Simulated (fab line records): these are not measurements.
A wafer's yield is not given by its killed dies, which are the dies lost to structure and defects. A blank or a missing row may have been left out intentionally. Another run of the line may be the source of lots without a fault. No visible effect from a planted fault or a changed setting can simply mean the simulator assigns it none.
What tool caused it? + flow nandHarc + 72 wafers from 24 lots sampled at 6 of the route's 1302 steps

## WHAT THE GAUGES READ, wafer by wafer
No reading from a measuring or inspecting step in the record can be judged against a usual standard deviation.

## WHICH TOOL RAN EACH LOT (tool, then ch and the chambers of the sampled wafers, then the start)
| lot  | NHARC_A_STAIRCASE_ETCH_27                    | NHARC_A_STAIRCASE_ETCH_188                   | NHARC_A_STAIRCASE_ETCH_190                   | NHARC_A_STAIRCASE_TRIM_200                   | NHARC_A_STAIRCASE_DESCUM_219      | NHARC_A_STAIRCASE_ETCH_223    |
|------|----------------------------------------------|----------------------------------------------|----------------------------------------------|----------------------------------------------|-----------------------------------|-------------------------------|
| L074 | rieDiel-12 ch 1,2,3, day 15 16:35 or earlier | rieDiel-09 ch 0,3, day 15 16:35 or earlier   | rieDiel-09 ch 0,1,2, day 15 16:35 or earlier | rieDiel-09 ch 1,2,3, day 15 16:35 or earlier | rieDiel-02 ch 1,2, day 15 16:35   | rieDiel-02 ch 0,2, no start   |
| L075 | rieDiel-02 ch 0,1, day 16 07:24 or earlier   | rieDiel-09 ch 0,2,3, day 16 07:24 or earlier | rieDiel-09 ch 2,3, day 16 07:24 or earlier   | rieDiel-02 ch 0,3, day 16 07:24 or earlier   | rieDiel-09 ch 0,2,3, day 16 07:24 | rieDiel-09 ch 0,2,3, no start |
| L076 | rieDiel-02 ch 1,3, day 16 17:40 or earlier   | rieDiel-02 ch 0,1, day 16 17:40 or earlier   | rieDiel-02 ch 1,3, day 16 17:40 or earlier   | rieDiel-02 ch 1,2, day 16 17:40 or earlier   | rieDiel-02 ch 0,2, day 16 17:40   | rieDiel-02 ch 1,2,3, no start |
| L078 | rieDiel-12 ch 0,3, day 17 13:26 or earlier   | rieDiel-09 ch 0,3, day 17 13:26 or earlier   | rieDiel-09 ch 0,2,3, day 17 13:26 or earlier | rieDiel-09 ch 1,2, day 17 13:26 or earlier   | rieDiel-12 ch 1,2, day 17 13:26   | rieDiel-12 ch 1,3, no start   |
| L077 | rieDiel-09 ch 0,1, day 17 14:11 or earlier   | rieDiel-09 ch 1,2,3, day 17 14:11 or earlier | rieDiel-09 ch 0,3, day 17 14:11 or earlier   | rieDiel-12 ch 0,1, day 17 14:11 or earlier   | rieDiel-12 ch 0,1,3, day 17 14:11 | rieDiel-12 ch 0,1,2, no start |
| L079 | rieDiel-12 ch 1,2, day 17 18:38 or earlier   | rieDiel-12 ch 1,3, day 17 18:38 or earlier   | rieDiel-12 ch 0,2, day 17 18:38 or earlier   | rieDiel-12 ch 0,1, day 17 18:38 or earlier   | rieDiel-12 ch 2,3, day 17 18:38   | rieDiel-12 ch 0,3, no start   |
| L080 | rieDiel-12 ch 1,2,3, day 18 10:11 or earlier | rieDiel-09 ch 0,3, day 18 10:11 or earlier   | rieDiel-09 ch 0,3, day 18 10:11 or earlier   | rieDiel-02 ch 1,2, day 18 10:11 or earlier   | rieDiel-09 ch 0,1,3, day 18 10:11 | rieDiel-09 ch 2,3, no start   |
| L081 | rieDiel-09 ch 0,1,3, day 19 07:05 or earlier | rieDiel-09 ch 0,1,3, day 19 07:05 or earlier | rieDiel-09 ch 0,1,3, day 19 07:05 or earlier | rieDiel-12 ch 0,1,3, day 19 07:05 or earlier | rieDiel-02 ch 1,2,3, day 19 07:05 | rieDiel-02 ch 1,2,3, no start |
| L082 | rieDiel-12 ch 0,2,3, day 19 08:42 or earlier | rieDiel-09 ch 0,1,3, day 19 08:42 or earlier | rieDiel-09 ch 1,2, day 19 08:42 or earlier   | rieDiel-02 ch 1,2,3, day 19 08:42 or earlier | rieDiel-02 ch 1,2,3, day 19 08:42 | rieDiel-02 ch 1,2,3, no start |
| L084 | rieDiel-09 ch 1,2, day 20 05:58 or earlier   | rieDiel-12 ch 2,3, day 20 05:58 or earlier   | rieDiel-12 ch 2,3, day 20 05:58 or earlier   | rieDiel-12 ch 0,1,2, day 20 05:58 or earlier | rieDiel-02 ch 1,2,3, day 20 05:58 | rieDiel-02 ch 2,3, no start   |
| L083 | rieDiel-02 ch 2,3, day 20 04:39 or earlier   | rieDiel-09 ch 1,2,3, day 20 04:39 or earlier | rieDiel-09 ch 0,1,3, day 20 04:39 or earlier | rieDiel-09 ch 0,1,3, day 20 04:39 or earlier | rieDiel-12 ch 1,2,3, day 20 04:39 | rieDiel-12 ch 0,3, no start   |
| L085 | rieDiel-09 ch 1,2,3, day 20 15:50 or earlier | rieDiel-12 ch 1,2,3, day 20 15:50 or earlier | rieDiel-12 ch 0,2, day 20 15:50 or earlier   | rieDiel-09 ch 0,2, day 20 15:50 or earlier   | rieDiel-09 ch 1,2,3, day 20 15:50 | rieDiel-09 ch 0,1,2, no start |
| L086 | rieDiel-12 ch 1,2,3, day 20 21:39 or earlier | rieDiel-12 ch 0,1,3, day 20 21:39 or earlier | rieDiel-12 ch 0,1,2, day 20 21:39 or earlier | rieDiel-02 ch 1,2,3, day 20 21:39 or earlier | rieDiel-09 ch 2,3, day 20 21:39   | rieDiel-09 ch 1,2, no start   |
| L088 | rieDiel-12 ch 0,2,3, day 21 20:23 or earlier | rieDiel-09 ch 0,1,2, day 21 20:23 or earlier | rieDiel-09 ch 0,1,2, day 21 20:23 or earlier | rieDiel-09 ch 0,1,2, day 21 20:23 or earlier | rieDiel-12 ch 1,2,3, day 21 20:23 | rieDiel-12 ch 0,2,3, no start |
| L087 | rieDiel-12 ch 0,1,2, day 22 00:56 or earlier | rieDiel-12 ch 0,1,3, day 22 00:56 or earlier | rieDiel-12 ch 1,2,3, day 22 00:56 or earlier | rieDiel-02 ch 1,2,3, day 22 00:56 or earlier | rieDiel-12 ch 0,1,2, day 22 00:56 | rieDiel-12 ch 0,1,3, no start |
| L091 | rieDiel-09 ch 0,1,2, day 22 10:27 or earlier | rieDiel-12 ch 0,1, day 22 10:27 or earlier   | rieDiel-12 ch 0,1, day 22 10:27 or earlier   | rieDiel-09 ch 1,3, day 22 10:27 or earlier   | rieDiel-02 ch 0,1,3, day 22 10:27 | rieDiel-02 ch 0,2,3, no start |
| L089 | rieDiel-12 ch 1,3, day 22 12:17 or earlier   | rieDiel-02 ch 0,2,3, day 22 12:17 or earlier | rieDiel-02 ch 1,3, day 22 12:17 or earlier   | rieDiel-09 ch 0,1, day 22 12:17 or earlier   | rieDiel-02 ch 0,1,2, day 22 12:17 | rieDiel-02 ch 1,2, no start   |
| L090 | rieDiel-09 ch 0,1, day 22 22:24 or earlier   | rieDiel-09 ch 0,1,2, day 22 22:24 or earlier | rieDiel-09 ch 0,1,2, day 22 22:24 or earlier | rieDiel-09 ch 0,1,2, day 22 22:24 or earlier | rieDiel-12 ch 0,1,3, day 22 22:24 | rieDiel-12 ch 0,1,3, no start |
| L092 | rieDiel-02 ch 1,2, day 23 09:37 or earlier   | rieDiel-02 ch 0,1, day 23 09:37 or earlier   | rieDiel-02 ch 0,2,3, day 23 09:37 or earlier | rieDiel-12 ch 0,3, day 23 09:37 or earlier   | rieDiel-02 ch 0,1,3, day 23 09:37 | rieDiel-02 ch 0,1, no start   |
| L093 | rieDiel-09 ch 0,1,2, day 23 16:55 or earlier | rieDiel-09 ch 0,1,2, day 23 16:55 or earlier | rieDiel-09 ch 2,3, day 23 16:55 or earlier   | rieDiel-12 ch 0,1,3, day 23 16:55 or earlier | rieDiel-09 ch 0,1, day 23 16:55   | rieDiel-09 ch 1,2,3, no start |
| L094 | rieDiel-02 ch 1,2,3, day 24 05:15 or earlier | rieDiel-12 ch 2,3, day 24 05:15 or earlier   | rieDiel-12 ch 0,1,3, day 24 05:15 or earlier | rieDiel-12 ch 0,1,3, day 24 05:15 or earlier | rieDiel-02 ch 0,3, day 24 05:15   | rieDiel-02 ch 0,3, no start   |
| L095 | rieDiel-12 ch 1,2, day 24 17:57 or earlier   | rieDiel-09 ch 1,2,3, day 24 17:57 or earlier | rieDiel-09 ch 0,1,2, day 24 17:57 or earlier | rieDiel-09 ch 0,2,3, day 24 17:57 or earlier | rieDiel-02 ch 1,2, day 24 17:57   | rieDiel-02 ch 0,3, no start   |
| L096 | rieDiel-12 ch 1,2,3, day 24 18:21 or earlier | rieDiel-02 ch 0,2,3, day 24 18:21 or earlier | rieDiel-02 ch 0,2,3, day 24 18:21 or earlier | rieDiel-12 ch 1,3, day 24 18:21 or earlier   | rieDiel-02 ch 1,3, day 24 18:21   | rieDiel-02 ch 1,3, no start   |
| L097 | rieDiel-09 ch 1,3, day 25 19:43 or earlier   | rieDiel-02 ch 0,2,3, day 25 19:43 or earlier | rieDiel-02 ch 2,3, day 25 19:43 or earlier   | rieDiel-12 ch 1,2,3, day 25 19:43 or earlier | rieDiel-02 ch 1,2, day 25 19:43   | rieDiel-02 ch 0,1, no start   |
- NHARC_A_STAIRCASE_ETCH_27: etches the open film in C4F8/O2, target depth 100 nm, time 40.5 s.
- NHARC_A_STAIRCASE_ETCH_188: etches the open film in C4F8/O2, target depth 100 nm, time 40.5 s.
- NHARC_A_STAIRCASE_ETCH_190: etches the open film in C4F8/O2, target depth 100 nm, time 40.5 s.
- NHARC_A_STAIRCASE_TRIM_200: chemistry O2, time 211.2 s.
- NHARC_A_STAIRCASE_DESCUM_219: chemistry O2, time 3 s.
- NHARC_A_STAIRCASE_ETCH_223: etches the open film in C4F8/O2, target depth 100 nm, time 40.5 s.

## AS READ BY THE TOOLS THEMSELVES (means over the sampled wafers that have a number; for cases with no such wafer, the mark the record gives instead)
NHARC_A_STAIRCASE_ETCH_27. Usual: oesProductAu 0.948 a.u., standard deviation 0.013; rfVppV 896 V, standard deviation 5.1.
| lot  | tool       | oesProductAu (a.u.) | rfVppV (V) | flag |
|------|------------|---------------------|------------|------|
| L074 | rieDiel-12 | 0.948               | 898        |      |
| L075 | rieDiel-02 | 0.950               | 898        |      |
| L076 | rieDiel-02 | 0.938               | 894        |      |
| L078 | rieDiel-12 | 0.952               | 898        |      |
| L077 | rieDiel-09 | 0.942               | 898        |      |
| L079 | rieDiel-12 | 0.926               | 895        |      |
| L080 | rieDiel-12 | 0.948               | 897        |      |
| L081 | rieDiel-09 | 0.939               | 895        |      |
| L082 | rieDiel-12 | 0.952               | 899        |      |
| L084 | rieDiel-09 | 0.953               | 899        |      |
| L083 | rieDiel-02 | 0.955               | 888        |      |
| L085 | rieDiel-09 | 0.960               | 896        |      |
| L086 | rieDiel-12 | 0.947               | 897        |      |
| L088 | rieDiel-12 | 0.945               | 899        |      |
| L087 | rieDiel-12 | 0.952               | 897        |      |
| L091 | rieDiel-09 | 0.936               | 898        |      |
| L089 | rieDiel-12 | 0.953               | 894        |      |
| L090 | rieDiel-09 | 0.949               | 898        |      |
| L092 | rieDiel-02 | 0.958               | 891        |      |
| L093 | rieDiel-09 | 0.951               | 899        |      |
| L094 | rieDiel-02 | 0.948               | 891        |      |
| L095 | rieDiel-12 | 0.937               | 894        |      |
| L096 | rieDiel-12 | 0.938               | 896        |      |
| L097 | rieDiel-09 | 0.954               | 896        |      |

NHARC_A_STAIRCASE_ETCH_188. Usual: oesProductAu 0.945 a.u., standard deviation 0.014; rfVppV 895 V, standard deviation 4.8.
| lot  | tool       | oesProductAu (a.u.) | rfVppV (V) | flag |
|------|------------|---------------------|------------|------|
| L074 | rieDiel-09 | 0.939               | 894        |      |
| L075 | rieDiel-09 | 0.942               | 896        |      |
| L076 | rieDiel-02 | 0.930               | 897        |      |
| L078 | rieDiel-09 | 0.946               | 893        |      |
| L077 | rieDiel-09 | 0.936               | 897        |      |
| L079 | rieDiel-12 | 0.956               | 894        |      |
| L080 | rieDiel-09 | 0.953               | 892        |      |
| L081 | rieDiel-09 | 0.952               | 894        |      |
| L082 | rieDiel-09 | 0.966               | 894        |      |
| L084 | rieDiel-12 | 0.955               | 900        |      |
| L083 | rieDiel-09 | 0.933               | 896        |      |
| L085 | rieDiel-12 | 0.951               | 897        |      |
| L086 | rieDiel-12 | 0.944               | 894        |      |
| L088 | rieDiel-09 | 0.949               | 898        |      |
| L087 | rieDiel-12 | 0.935               | 894        |      |
| L091 | rieDiel-12 | 0.940               | 891        |      |
| L089 | rieDiel-02 | 0.953               | 890        |      |
| L090 | rieDiel-09 | 0.946               | 897        |      |
| L092 | rieDiel-02 | 0.934               | 895        |      |
| L093 | rieDiel-09 | 0.938               | 898        |      |
| L094 | rieDiel-12 | 0.919               | 901        |      |
| L095 | rieDiel-09 | 0.958               | 895        |      |
| L096 | rieDiel-02 | 0.939               | 890        |      |
| L097 | rieDiel-02 | 0.955               | 890        |      |

NHARC_A_STAIRCASE_ETCH_190. Usual: oesProductAu 0.946 a.u., standard deviation 0.013; rfVppV 895 V, standard deviation 5.1.
| lot  | tool       | oesProductAu (a.u.) | rfVppV (V) | flag |
|------|------------|---------------------|------------|------|
| L074 | rieDiel-09 | 0.943               | 899        |      |
| L075 | rieDiel-09 | 0.942               | 894        |      |
| L076 | rieDiel-02 | 0.944               | 892        |      |
| L078 | rieDiel-09 | 0.947               | 895        |      |
| L077 | rieDiel-09 | 0.946               | 893        |      |
| L079 | rieDiel-12 | 0.928               | 900        |      |
| L080 | rieDiel-09 | 0.955               | 893        |      |
| L081 | rieDiel-09 | 0.938               | 894        |      |
| L082 | rieDiel-09 | 0.958               | 900        |      |
| L084 | rieDiel-12 | 0.954               | 900        |      |
| L083 | rieDiel-09 | 0.935               | 894        |      |
| L085 | rieDiel-12 | 0.935               | 903        |      |
| L086 | rieDiel-12 | 0.945               | 897        |      |
| L088 | rieDiel-09 | 0.949               | 897        |      |
| L087 | rieDiel-12 | 0.936               | 896        |      |
| L091 | rieDiel-12 | 0.948               | 894        |      |
| L089 | rieDiel-02 | 0.950               | 891        |      |
| L090 | rieDiel-09 | 0.950               | 898        |      |
| L092 | rieDiel-02 | 0.961               | 890        |      |
| L093 | rieDiel-09 | 0.947               | 892        |      |
| L094 | rieDiel-12 | 0.934               | 893        |      |
| L095 | rieDiel-09 | 0.947               | 898        |      |
| L096 | rieDiel-02 | 0.949               | 890        |      |
| L097 | rieDiel-02 | 0.949               | 887        |      |

NHARC_A_STAIRCASE_TRIM_200. Usual: drypumpMotorCurrentA 5.7 A, standard deviation 0.34; oesProductAu 1.003 a.u., standard deviation 0.012; rfVppV 57.7 V, standard deviation 0.93; showerheadPlenumPTorr 3.51 Torr, standard deviation 0.13; throttleValvePct 17.037 %, standard deviation 0.009.
| lot  | tool       | drypumpMotorCurrentA (A) | oesProductAu (a.u.) | rfVppV (V) | showerheadPlenumPTorr (Torr) | throttleValvePct (%) | flag |
|------|------------|--------------------------|---------------------|------------|------------------------------|----------------------|------|
| L074 | rieDiel-09 | 5.9                      | 0.996               | 57.4       | 3.56                         | 17.043               |      |
| L075 | rieDiel-02 | 5.8                      | 1.000               | 57.3       | 3.46                         | 17.044               |      |
| L076 | rieDiel-02 | 5.9                      | 1.005               | 57.1       | 3.49                         | 17.037               |      |
| L078 | rieDiel-09 | 5.9                      | 1.024               | 57.8       | 3.65                         | 17.037               |      |
| L077 | rieDiel-12 | 5.6                      | 0.991               | 56.8       | 3.50                         | 17.036               |      |
| L079 | rieDiel-12 | 5.5                      | 0.997               | 57.1       | 3.43                         | 17.027               |      |
| L080 | rieDiel-02 | 5.8                      | 0.998               | 57.2       | 3.41                         | 17.033               |      |
| L081 | rieDiel-12 | 5.4                      | 1.002               | 57.0       | 3.49                         | 17.028               |      |
| L082 | rieDiel-02 | 5.7                      | 1.008               | 58.5       | 3.41                         | 17.037               |      |
| L084 | rieDiel-12 | 5.7                      | 1.001               | 58.3       | 3.56                         | 17.034               |      |
| L083 | rieDiel-09 | 5.8                      | 1.001               | 57.9       | 3.48                         | 17.039               |      |
| L085 | rieDiel-09 | 5.5                      | 1.017               | 57.2       | 3.59                         | 17.035               |      |
| L086 | rieDiel-02 | 5.6                      | 1.001               | 57.3       | 3.40                         | 17.040               |      |
| L088 | rieDiel-09 | 5.7                      | 1.003               | 57.6       | 3.58                         | 17.043               |      |
| L087 | rieDiel-02 | 5.7                      | 0.996               | 58.0       | 3.40                         | 17.032               |      |
| L091 | rieDiel-09 | 6.0                      | 1.023               | 57.6       | 3.43                         | 17.047               |      |
| L089 | rieDiel-09 | 5.9                      | 1.014               | 58.8       | 3.56                         | 17.046               |      |
| L090 | rieDiel-09 | 5.7                      | 1.008               | 57.3       | 3.57                         | 17.036               |      |
| L092 | rieDiel-12 | 5.4                      | 1.012               | 58.5       | 3.54                         | 17.045               |      |
| L093 | rieDiel-12 | 5.4                      | 1.007               | 57.4       | 3.47                         | 17.040               |      |
| L094 | rieDiel-12 | 5.4                      | 1.002               | 57.9       | 3.47                         | 17.044               |      |
| L095 | rieDiel-09 | 5.6                      | 1.003               | 57.7       | 3.47                         | 17.044               |      |
| L096 | rieDiel-12 | 5.4                      | 1.002               | 57.2       | 3.39                         | 17.039               |      |
| L097 | rieDiel-12 | 5.5                      | 0.994               | 57.2       | 3.53                         | 17.041               |      |

NHARC_A_STAIRCASE_DESCUM_219. Usual: drypumpMotorCurrentA 5.7 A, standard deviation 0.34; oesProductAu 1.004 a.u., standard deviation 0.011; rfVppV 57.7 V, standard deviation 0.97; showerheadPlenumPTorr 1.88 Torr, standard deviation 0.08; throttleValvePct 11.313 %, standard deviation 0.0094.
| lot  | tool       | drypumpMotorCurrentA (A) | oesProductAu (a.u.) | rfVppV (V) | showerheadPlenumPTorr (Torr) | throttleValvePct (%) | flag |
|------|------------|--------------------------|---------------------|------------|------------------------------|----------------------|------|
| L074 | rieDiel-02 | 5.9                      | 1.013               | 58.7       | 1.89                         | 11.321               |      |
| L075 | rieDiel-09 | 5.6                      | 1.004               | 57.3       | 1.90                         | 11.309               |      |
| L076 | rieDiel-02 | 6.0                      | 1.002               | 57.6       | 1.87                         | 11.319               |      |
| L078 | rieDiel-12 | 5.9                      | 0.979               | 57.5       | 1.98                         | 11.307               |      |
| L077 | rieDiel-12 | 5.4                      | 1.001               | 57.8       | 1.90                         | 11.305               |      |
| L079 | rieDiel-12 | 5.7                      | 1.000               | 57.9       | 2.02                         | 11.323               |      |
| L080 | rieDiel-09 | 5.8                      | 0.996               | 56.8       | 1.89                         | 11.314               |      |
| L081 | rieDiel-02 | 5.7                      | 1.005               | 57.8       | 1.84                         | 11.310               |      |
| L082 | rieDiel-02 | 5.6                      | 1.010               | 57.5       | 1.84                         | 11.311               |      |
| L084 | rieDiel-02 | 5.6                      | 0.995               | 57.8       | 1.84                         | 11.309               |      |
| L083 | rieDiel-12 | 5.5                      | 0.997               | 58.0       | 1.93                         | 11.308               |      |
| L085 | rieDiel-09 | 5.9                      | 1.012               | 57.7       | 1.92                         | 11.318               |      |
| L086 | rieDiel-09 | 5.8                      | 1.020               | 57.9       | 1.92                         | 11.312               |      |
| L088 | rieDiel-12 | 5.5                      | 0.998               | 57.0       | 1.93                         | 11.306               |      |
| L087 | rieDiel-12 | 5.7                      | 1.006               | 57.1       | 1.93                         | 11.309               |      |
| L091 | rieDiel-02 | 5.8                      | 1.005               | 57.1       | 1.87                         | 11.314               |      |
| L089 | rieDiel-02 | 5.9                      | 0.999               | 58.2       | 1.87                         | 11.306               |      |
| L090 | rieDiel-12 | 5.4                      | 1.006               | 58.1       | 1.88                         | 11.318               |      |
| L092 | rieDiel-02 | 5.8                      | 0.995               | 57.7       | 1.87                         | 11.308               |      |
| L093 | rieDiel-09 | 5.9                      | 1.005               | 58.0       | 1.93                         | 11.308               |      |
| L094 | rieDiel-02 | 5.8                      | 1.005               | 57.9       | 1.86                         | 11.311               |      |
| L095 | rieDiel-02 | 5.9                      | 0.999               | 57.2       | 1.88                         | 11.313               |      |
| L096 | rieDiel-02 | 5.5                      | 1.010               | 57.0       | 1.83                         | 11.316               |      |
| L097 | rieDiel-02 | 5.9                      | 1.008               | 57.7       | 1.87                         | 11.317               |      |

NHARC_A_STAIRCASE_ETCH_223. Usual: oesProductAu 0.944 a.u., standard deviation 0.013; rfVppV 894 V, standard deviation 4.9.
| lot  | tool       | oesProductAu (a.u.) | rfVppV (V) | flag |
|------|------------|---------------------|------------|------|
| L074 | rieDiel-02 | 0.941               | 891        |      |
| L075 | rieDiel-09 | 0.936               | 895        |      |
| L076 | rieDiel-02 | 0.955               | 891        |      |
| L078 | rieDiel-12 | 0.939               | 895        |      |
| L077 | rieDiel-12 | 0.925               | 897        |      |
| L079 | rieDiel-12 | 0.945               | 897        |      |
| L080 | rieDiel-09 | 0.937               | 893        |      |
| L081 | rieDiel-02 | 0.946               | 891        |      |
| L082 | rieDiel-02 | 0.934               | 891        |      |
| L084 | rieDiel-02 | 0.938               | 888        |      |
| L083 | rieDiel-12 | 0.960               | 897        |      |
| L085 | rieDiel-09 | 0.956               | 897        |      |
| L086 | rieDiel-09 | 0.949               | 900        |      |
| L088 | rieDiel-12 | 0.949               | 899        |      |
| L087 | rieDiel-12 | 0.941               | 894        |      |
| L091 | rieDiel-02 | 0.956               | 890        |      |
| L089 | rieDiel-02 | 0.955               | 891        |      |
| L090 | rieDiel-12 | 0.941               | 894        |      |
| L092 | rieDiel-02 | 0.945               | 895        |      |
| L093 | rieDiel-09 | 0.953               | 896        |      |
| L094 | rieDiel-02 | 0.961               | 892        |      |
| L095 | rieDiel-02 | 0.943               | 892        |      |
| L096 | rieDiel-02 | 0.946               | 890        |      |
| L097 | rieDiel-02 | 0.951               | 895        |      |

## THE ANSWER, worked out from the rows above alone
Rule: lot off if the mean of its wafers having a number is beyond 3 standard deviations from the usual mean. A lot without any number at a reading at which 4 lots or more have one is off too. Where the step has rows for the other lots, those lots are counted as sound. Order of review: gauges by route order, followed by the tools' own readings, for which a lot's mean as printed above is used. The first step at which some lot is off is used, and at that step the reading that is off furthest; a lot without a number counts as furthest.
No lot is off at any reading shown: from this, nothing can be told.

## WHAT THE SIMULATOR HAD PUT IN
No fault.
